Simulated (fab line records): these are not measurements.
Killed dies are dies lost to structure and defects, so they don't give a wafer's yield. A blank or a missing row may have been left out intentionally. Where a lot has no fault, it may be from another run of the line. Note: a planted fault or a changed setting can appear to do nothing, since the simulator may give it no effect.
Matching of chambers | flow nand harc | NHARC_P_ZERO_WELL_DESCUM_26 on rie diel-05 has 4 sister chambers
The step chemistry O2, time 3 s. 8 wafers are shown with their chamber, then 7 later ones without.

== EACH WAFER AND ITS CHAMBER ==
wafer  | chamber | drypump motor current A (A) | showerhead plenum p Torr (Torr)
L846.2 | 0       | 6.0                         | 1.84
L846.4 | 3       | 5.2                         | 2.00
L846.6 | 0       | 6.0                         | 1.84
L853.1 | 2       | 5.7                         | 1.80
L853.4 | 2       | 5.7                         | 1.80
L853.5 | 1       | 4.9                         | 1.98
L855.3 | 1       | 4.9                         | 1.98
L855.5 | 3       | 5.3                         | 1.99

== WAFERS WHOSE CHAMBER IS MISSING ==
wafer  | drypump motor current A (A) | showerhead plenum p Torr (Torr)
L855.6 | 5.7                         | 1.80
L858.2 | 6.0                         | 1.83
L858.3 | 5.0                         | 1.98
L858.5 | 5.7                         | 1.80
L859.2 | 6.0                         | 1.83
L859.3 | 5.7                         | 1.80
L859.4 | 5.3                         | 1.98

== WHICH CHAMBER EACH WENT THROUGH ==
wafer  | from the rows above | in truth
L855.6 | 2                   | 2
L858.2 | 0                   | 0
L858.3 | 1                   | 1
L858.5 | 2                   | 2
L859.2 | 0                   | 0
L859.3 | 2                   | 2
L859.4 | 3                   | 3
Placed correctly: 7 of 7. Can't be placed from these rows: 0. 0 placed wrongly.
How it was worked out, from the rows above alone: a wafer's distance from a chamber is the root of the sum, over the readings, of the square of ((its reading less the chamber's mean) divided by the reading's scatter). The wafer belongs to the nearest chamber; if the next one is less than 2 further off, it can't be placed. A chamber's mean is the mean of its shown wafers. The scatter is the square root of a quotient: the sum, over the shown wafers, of each reading's squared deviation from its chamber's mean, divided by wafers minus chambers.
